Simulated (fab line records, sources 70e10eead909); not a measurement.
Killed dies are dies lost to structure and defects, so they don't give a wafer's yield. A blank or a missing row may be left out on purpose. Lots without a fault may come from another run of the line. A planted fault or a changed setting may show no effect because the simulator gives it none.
Chamber matching | flow nand_harc | NHARC_A_STAIRCASE_TRIM_187 on rie_diel-06: 4 sister chambers
The step chemistry O2, time 211.2 s. 8 wafers are shown with their chamber, then 12 later ones without.

WAFERS WITH THEIR CHAMBER
wafer  | chamber | showerhead_plenum_p_Torr (Torr) | drypump_motor_current_A (A)
L081.3 | 0       | 3.46                            | 6.2
L084.2 | 0       | 3.46                            | 6.3
L089.1 | 1       | 3.70                            | 5.5
L089.4 | 3       | 3.68                            | 5.4
L089.5 | 2       | 3.48                            | 5.3
L091.1 | 1       | 3.70                            | 5.5
L091.3 | 3       | 3.68                            | 5.4
L091.5 | 2       | 3.47                            | 5.3

WAFERS WITHOUT THEIR CHAMBER
wafer  | showerhead_plenum_p_Torr (Torr) | drypump_motor_current_A (A)
L093.1 | 3.68                            | 5.4
L093.2 | 3.47                            | 5.3
L093.3 | 3.70                            | 5.4
L096.1 | 3.70                            | 5.5
L096.4 | 3.67                            | 5.4
L096.5 | 3.70                            | 5.5
L097.1 | 3.70                            | 5.5
L097.2 | 3.47                            | 5.3
L097.3 | 3.67                            | 5.4
L095.2 | 3.70                            | 5.5
L095.4 | 3.67                            | 5.4
L095.5 | 3.70                            | 5.5

WHICH CHAMBER EACH WENT THROUGH
wafer  | from the rows above | in truth
L093.1 | 3                   | 3
L093.2 | 2                   | 2
L093.3 | 1                   | 1
L096.1 | 1                   | 1
L096.4 | 3                   | 3
L096.5 | 1                   | 1
L097.1 | 1                   | 1
L097.2 | 2                   | 2
L097.3 | 3                   | 3
L095.2 | 1                   | 1
L095.4 | 3                   | 3
L095.5 | 1                   | 1
Placed correctly: 12 of 12. Can't be placed from these rows: 0. Placed wrongly: 0.
How it was worked out, from the rows above alone: a wafer's distance from a chamber is the root of the sum, over the readings, of the square of ((its reading less the chamber's mean) divided by the reading's scatter). The wafer belongs to the nearest chamber; if the next one is less than 2 further off, it can't be placed. A chamber's mean is the mean of its shown wafers. The scatter: the root of (the sum of the squares of (reading less its chamber's mean) over the shown wafers, divided by (wafers less chambers)).
